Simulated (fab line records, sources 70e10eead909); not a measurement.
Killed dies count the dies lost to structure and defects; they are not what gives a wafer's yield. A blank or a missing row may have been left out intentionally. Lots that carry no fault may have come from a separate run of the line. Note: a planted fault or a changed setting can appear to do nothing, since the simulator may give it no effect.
Struck lot and sound lot, side by side    flow nandHarc    39 out of 1302 route steps
Sound: the wafers L826.3, L826.4, L826.5. Struck: wafers L835.1, L835.3 (left out: L835.4, a lot-mate that was not struck); the cause follows at the end.
Each step with rows lists, per side, the tool, then ch with its chambers, then its first start. Under that, the readings that differ: sound wafers    struck wafers    difference of the means    sigmas: that difference in standard deviations of wafers without a fault.
alike: readings whose means differ by less than 2 such deviations, and words and numbers that are the same on both sides. not compared: withheld readings, readings that some wafer has no value for, bounds like >300 that may hide the same value, and numbers for which the record gives no deviation and whose values overlap.
Wherever a step has rows on one side only, a row that says differs or no value, or a row with sigmas, the two part there. Numbers that don't overlap but have no deviation are shown without sigmas and don't part them. Lack of a reading on every wafer of one side parts them only where that side has two or more wafers.

NHARC_A_CHANNEL_HOLE_D2_CD_MEAS_31:
  struck on cdSem-01, day 17 22:04; sound on cdSem-01, day 14 00:03
  alike: cdNm
next, for these wafers, 1 step has no rows: NHARC_A_CHANNEL_HOLE_D2_XSEM_32.
NHARC_A_CHANNEL_HOLE_D2_INSPECT_40:
  struck on defectInspect-02, day 17 22:14; sound on defectInspect-02, day 14 00:14
  alike: rawDefectCount
then, 2 steps without rows for these wafers: NHARC_A_CHANNEL_FILL_D2_PRECLEAN_00 (cleans in SC1); NHARC_A_CHANNEL_FILL_D2_SRD_01.
NHARC_A_CHANNEL_FILL_D2_ALD_02: deposits SiO2, target thk 6 nm, pulse time 10 s, ald cycles 60.
  sound on aldHk-02 ch 1,2,3, day 14 00:34; struck on aldHk-02 ch 0,3, day 17 22:26
  alike: heaterPowerW, precursorPulseHeightRel
NHARC_A_CHANNEL_FILL_D2_ALD_03: deposits SiNx, target thk 6 nm, pulse time 60 s, ald cycles 58.
  sound: aldSinBatch-02 ch 0; struck: aldSinBatch-01 ch 0
  alike: chamberPressureTorr, precursorPulseHeightRel
NHARC_A_CHANNEL_FILL_D2_ALD_14: deposits SiO2, target thk 2.5 nm, pulse time 10 s, ald cycles 25.
  sound on aldHk-03 ch 1,3, day 14 06:37; struck on aldHk-01 ch 0,2, day 18 03:17
  alike: heaterPowerW, precursorPulseHeightRel
then, 1 step without rows for these wafers: NHARC_A_CHANNEL_FILL_D2_ALD_15 (deposits SiNx, target thk 2 nm, pulse time 60 s, ald cycles 19).
NHARC_A_CHANNEL_FILL_D2_ALD_16: deposits SiO2, target thk 1.5 nm, pulse time 10 s, ald cycles 15.
  sound on aldHk-02 ch 0,3, day 14 11:44; struck on aldHk-01 ch 2,3, day 18 08:27
  alike: heaterPowerW, precursorPulseHeightRel
then, 2 steps without rows for these wafers: NHARC_A_CHANNEL_FILL_D2_ANNEAL_17 (time 1800 s); NHARC_A_CHANNEL_FILL_D2_CVD_18 (deposits poly-Si, target thk 3 nm).
NHARC_A_CHANNEL_FILL_D2_ETCHBACK_19: etches the open film in HBr/Cl2, target depth 5 nm, time 1.7 s.
  sound on rieSi-03 ch 1,2, day 14 23:44; struck on rieSi-02 ch 1,3, day 18 22:04
reading          sound              struck  difference                     sigmas
rfFwdPowerW (W)  390.7 390.2 391.3  - -     no value on the struck wafers  
  alike: drypumpMotorCurrentA, mfcCl2Sccm, oesProductAu, throttleValvePct
  not compared: rfHoursCounterH
then, 1 step without rows for these wafers: NHARC_A_CHANNEL_FILL_D2_ETCHBACK_20 (etches the open film in C4F8/O2/Ar, target depth 27 nm, time 13.5 s).
NHARC_A_CHANNEL_FILL_D2_STRIP_28: strips in O2, time 20 s.
  sound on rieDiel-01 ch 1,2,3, day 14 23:57; struck on rieDiel-01 ch 1,2, day 18 22:18
  alike: drypumpMotorCurrentA, oesProductAu, rfVppV, showerheadPlenumPTorr, throttleValvePct
  not compared: rfHoursCounterH
then, 13 steps without rows for these wafers: NHARC_A_CHANNEL_FILL_D2_PRECLEAN_21 (cleans in dHF, time 30 s); NHARC_A_CHANNEL_FILL_D2_SRD_23; NHARC_A_CHANNEL_FILL_D2_CVD_05 (deposits poly-Si, target thk 5 nm); NHARC_A_CHANNEL_FILL_D2_ANNEAL_22 (time 7200 s); NHARC_A_CHANNEL_FILL_D2_ALD_25 (deposits SiOx, target thk 60 nm, pulse time 10 s, ald cycles 600); NHARC_A_CHANNEL_FILL_D2_ETCHBACK_08 (etches the open film in C4F8, target depth 220 nm, time 110 s); NHARC_A_CHANNEL_FILL_D2_STRIP_29 (strips in O2, time 20 s); NHARC_A_CHANNEL_FILL_D2_PRECLEAN_30 (cleans in dHF, time 30 s); NHARC_A_CHANNEL_FILL_D2_SRD_31; NHARC_A_CHANNEL_FILL_D2_CVD_09 (deposits poly-Si, target thk 150 nm, time 3000 s); NHARC_A_CHANNEL_FILL_D2_CMP_10 (polishes, target thk 150 nm); NHARC_A_CHANNEL_FILL_D2_SRD_12; NHARC_A_CHANNEL_FILL_D2_RTA_24 (time 5 s).
NHARC_A_CHANNEL_FILL_D2_INSPECT_13:
  struck on defectInspect-01, day 19 22:07; sound on defectInspect-02, day 16 01:25
reading         sound        struck   difference  sigmas
rawDefectCount  256 349 335  577 515  +233        +2
then, 9 steps without rows for these wafers: NHARC_A_STAIRCASE_DEP_156 (deposits SiNx, target thk 50 nm); NHARC_A_STAIRCASE_DEHYDRATE_158 (time 120 s); NHARC_A_STAIRCASE_HMDS_159 (time 30 s); NHARC_A_STAIRCASE_COAT_160; NHARC_A_STAIRCASE_SOFTBAKE_161 (time 170 s); NHARC_A_STAIRCASE_EBR_162; NHARC_A_STAIRCASE_EXPOSE_163 (exposes mask STAIR OPEN); NHARC_A_STAIRCASE_PEB_164 (peb time 130 s); NHARC_A_STAIRCASE_DEVELOP_165 (time 140 s).
-- the record jumps here: 9 days lie between the struck wafers' starts before and after (it left off in module A_STAIRCASE and takes up again in module END, whose first step shown is number 1302 of the route) --
NHARC_END_SORT_01:
  sound on prober-01 ch 0, day 24 12:47; struck on prober-02 ch 0, day 28 10:55
reading        sound     struck                                           difference                    sigmas
hold           - - -     awaitDispo/5.3h/release awaitDispo/5.3h/release  no value on the sound wafers  
killedAtArray  89 74 81  674 672                                          +592                          +22
killedDies     92 75 83  677 677                                          +594                          +21
  alike: killedAtOther, killedAtPeriphery, killedOpen, killedShort

WHERE THEY PART
At NHARC_A_CHANNEL_FILL_D2_ETCHBACK_19 first; at NHARC_END_SORT_01 last (within this record only).

WHY: whatever the simulator had introduced
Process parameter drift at NHARC_A_CHANNEL_FILL_D2_ETCHBACK_19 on rieSi-02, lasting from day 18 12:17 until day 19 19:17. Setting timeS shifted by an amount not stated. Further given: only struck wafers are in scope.
